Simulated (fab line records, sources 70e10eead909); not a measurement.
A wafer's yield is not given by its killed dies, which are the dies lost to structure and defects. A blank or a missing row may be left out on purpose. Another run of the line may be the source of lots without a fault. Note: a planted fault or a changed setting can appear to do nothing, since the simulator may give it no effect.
A lot that was struck, set against a sound lot + flow nand harc + 13 steps out of a route of 1159
Sound: the wafers L268.2, L268.3, L268.5. Wafers struck: L284.1, L284.2, L284.5. The cause is given at the end.
Each step with rows lists, per side, the tool, then ch with its chambers, then its first start. Under that, the readings that differ: sound wafers + struck wafers + difference of the means + sigmas: that difference in standard deviations of wafers without a fault.
alike: same words and numbers on both sides, and readings whose means sit less than 2 such deviations apart. not compared: any withheld reading, any reading some wafer has no value for, any bound like >300 that may hide the same value, and any number with overlapping values for which the record gives no deviation.
Wherever a step has rows on one side only, a row that says differs or no value, or a row with sigmas, the two part there. Numbers that have no deviation but don't overlap get no sigmas and don't part them. A reading missing from all wafers of one side parts the sides only when that side holds two or more wafers.

first, 1 step without rows for these wafers: NHARC_A_M0_SRD_25.
NHARC_A_M0_INSPECT_27:
  sound on defect inspect-02 at day 18 02:02; struck on defect inspect-01 at day 21 20:31
  alike: raw defect count
NHARC_A_M0_PRE_CLEAN_31: time 12 s.
  sound on pecvd-03 ch 0,1,2, day 18 02:07; struck on pecvd-04 ch 0,1,2, day 21 20:35
  alike: heater power w, susceptor temp C
NHARC_A_M0_DEP_32: deposits SiCN, target thk 30 nm.
  sound on pecvd-03 ch 0,1,2, day 18 02:13; struck on pecvd-04 ch 0,1,2, day 21 20:40
  alike: heater power w, showerhead vpp V, susceptor temp C
then, 7 steps without rows for these wafers: NHARC_A_M1_DEP_00 (deposits SiOC, target thk 182.5 nm); NHARC_A_M1_DEHYDRATE_01 (time 120 s); NHARC_A_M1_HMDS_02 (time 30 s); NHARC_A_M1_COAT_34 (time 65 s); NHARC_A_M1_COAT_03 (resist thk 90 nm); NHARC_A_M1_SOFTBAKE_04 (time 55 s); NHARC_A_M1_EBR_05.
NHARC_A_M1_EXPOSE_06: exposes mask A M1, target cd 120 nm.
  sound on arfi scanner-03 ch 0, day 18 03:18; struck on arfi scanner-03, day 21 21:46
  no value came back on the struck wafers for exposure dose mJ cm2, focus offset nm (nm); on the sound wafers exposure dose mJ cm2 reads 75.22 75.31 75.37
  alike: mask
then, 1 step without rows for these wafers: NHARC_A_M1_PEB_07 (peb time 65 s).

## WHERE THEY PART
At NHARC_A_M1_EXPOSE_06 and nowhere else, as far as this record goes.

WHY: what the simulator had put in
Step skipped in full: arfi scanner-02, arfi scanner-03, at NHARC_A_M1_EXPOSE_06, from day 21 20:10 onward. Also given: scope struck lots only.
